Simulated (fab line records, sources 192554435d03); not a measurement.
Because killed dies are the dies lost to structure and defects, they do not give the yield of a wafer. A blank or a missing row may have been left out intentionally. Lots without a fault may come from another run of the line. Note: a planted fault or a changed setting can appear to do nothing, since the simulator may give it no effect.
Split-lot trial -- flow n5 finfet -- 7 lots, 39 wafers read, on a route of 1938 steps

THE SPLIT ITSELF
At N5_HKMG_FIN_HK_ALD_01 (deposits HfO2, target thk 1.6 nm, pulse time 3 s, purge time 3 s), the setting ald cycles was moved away from the recipe's 30 on 6 of the 39 wafers read, by -46.7% to -30.0%. This setting was run at the recipe's value on the other wafers.

FROM THE SPLIT TO THE READING: what the file shows between them, 4 steps
- N5_HKMG_FIN_HK_ANNEAL_02: time 30 s
- N5_HKMG_FIN_ALD_74: deposits La2O3, target thk 0.5 nm, pulse time 6 s, co reactant pulse time 1 s
- N5_HKMG_FIN_WET_ETCH_82: etches La2O3 in dHCl, stops on HfO2, target depth 2 nm, rinse time 30 s
- N5_HKMG_FIN_ALD_36: deposits TiN, target thk 1 nm, pulse time 1 s, purge time 3 s

THE READING
HK_THK, in nm, at N5_HKMG_FIN_THK_MEAS_70 (measures by xrf). Typical for fault-free wafers on this fab line: 1.583 nm, with standard deviation 0.017 nm.

wafer,"tool, chamber at the split",ald cycles as run,against the recipe,"HK_THK, nm",against lot-mates on the recipe
L080.1,"ald hk-03, 0,1,2,3,3,2",30,recipe,1.583,-
L080.2,"ald hk-03, 0,1,2,3,3,2",30,recipe,1.599,-
L080.3,"ald hk-03, 0,1,2,3,3,2",30,recipe,1.589,-
L080.4,"ald hk-03, 0,1,2,3,3,2",30,recipe,1.600,-
L080.5,"ald hk-03, 0,1,2,3,3,2",30,recipe,1.590,-
L080.6,"ald hk-03, 0,1,2,3,3,2",30,recipe,1.603,-
L082.1,"ald hk-01, 2,3,0",30,recipe,1.587,-
L082.2,"ald hk-01, 2,3,0",30,recipe,1.566,-
L082.3,"ald hk-01, 2,3,0",30,recipe,1.596,-
L082.4,"ald hk-01, 1,1,2",16,-46.7%,0.842,-0.741
L082.5,"ald hk-01, 1,1,2",16,-46.7%,0.827,-0.756
L082.6,"ald hk-01, 1,1,2",16,-46.7%,0.864,-0.719
L083.1,"ald hk-03, 1,3,0,2,2,3",30,recipe,1.576,-
L083.2,"ald hk-03, 1,3,0,2,2,3",30,recipe,1.581,-
L083.3,"ald hk-03, 1,3,0,2,2,3",30,recipe,1.567,-
L083.4,"ald hk-03, 1,3,0,2,2,3",30,recipe,1.593,-
L083.5,"ald hk-03, 1,3,0,2,2,3",30,recipe,1.577,-
L083.6,"ald hk-03, 1,3,0,2,2,3",30,recipe,1.595,-
L086.2,"ald hk-03, 1,0,3",30,recipe,1.531,-
L086.5,"ald hk-03, 1,0,3",30,recipe,1.594,-
L086.6,"ald hk-03, 1,0,3",30,recipe,1.553,-
L091.1,"ald hk-03, 0,2,1,3,3,2",30,recipe,1.554,-
L091.2,"ald hk-03, 0,2,1,3,3,2",30,recipe,1.569,-
L091.3,"ald hk-03, 0,2,1,3,3,2",30,recipe,1.571,-
L091.4,"ald hk-03, 0,2,1,3,3,2",30,recipe,1.571,-
L091.5,"ald hk-03, 0,2,1,3,3,2",30,recipe,1.572,-
L091.6,"ald hk-03, 0,2,1,3,3,2",30,recipe,1.580,-
L092.1,"ald hk-02, 2,1,0,3,1,0",30,recipe,1.563,-
L092.2,"ald hk-02, 2,1,0,3,1,0",30,recipe,1.581,-
L092.3,"ald hk-02, 2,1,0,3,1,0",30,recipe,1.553,-
L092.4,"ald hk-02, 2,1,0,3,1,0",30,recipe,1.571,-
L092.5,"ald hk-02, 2,1,0,3,1,0",30,recipe,1.586,-
L092.6,"ald hk-02, 2,1,0,3,1,0",30,recipe,1.590,-
L095.1,"ald hk-01, 0",21,-30.0%,1.078,-0.499
L095.2,"ald hk-01, 3,1,1",30,recipe,1.579,-
L095.3,"ald hk-01, 3,1,1",30,recipe,1.584,-
L095.4,"ald hk-01, 2",21,-30.0%,1.120,-0.457
L095.5,"ald hk-01, 2",21,-30.0%,1.092,-0.485
L095.6,"ald hk-01, 3,1,1",30,recipe,1.568,-
Where a row lists several chambers, the file gives one row for several wafers and doesn't say which wafer went through which chamber.

FIT RESULTS
A straight line over all 39 wafers: HK_THK changes by +0.0158 nm for each +1% of ald cycles; r = +1.00; the points scatter about the line by 0.016 nm.
The same after taking each lot's own level away (the mean of its wafers on the recipe; 39 wafers): +0.0159 nm for each +1%; r = +1.00; scatter 0.013 nm.
That fit puts the effect of the largest move of ald cycles on the reading at 0.74 nm.
The lots' own levels span 1.5593 to 1.5940 nm, that is 2.0 times the standard deviation above.
The two slopes are in agreement: the lot-to-lot level therefore moves the slope only a little.
Check: -0.741 nm against its lot-mates is what the line predicts for one of the wafers moved furthest among these (-46.7%) when that wafer is left out of the fit. Against them it came out at -0.741 nm.

OTHER SPLITS APPLIED TO THESE WAFERS
Other splits were also applied to these wafers ahead of the reading. Each is held against what the fit with the lots' levels taken away leaves over:
other split on the same wafers,wafers away from the commonest value,r with HK_THK (lot level and that fit taken away)
N5_FIN_SAQP_PECVD_06 time s,15,-0.13
N5_ILD0_ALD_15 ald cycles,9,-0.13

THE WHOLE CHAIN: every reading that the file lists as answering this split, in the file's order
step,what it does,reading,change (the file's fit),r (the file's)
N5_HKMG_FIN_HK_ALD_01,"deposits HfO2, target thk 1.6 nm, pulse time 3 s, purge time 3 s","HfO2_of_HKMG_FIN_HK_ALD_01.thk nm (the simulator's own value, which no gauge read)",+0.0167 nm for each +1% of the setting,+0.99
N5_HKMG_FIN_THK_MEAS_70,measures by xrf,HK_THK,+0.0159 for each +1% of the setting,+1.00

THE FILE'S OWN FIT
HK_THK changes by +0.0159 nm for each +1% of ald cycles, r = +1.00.
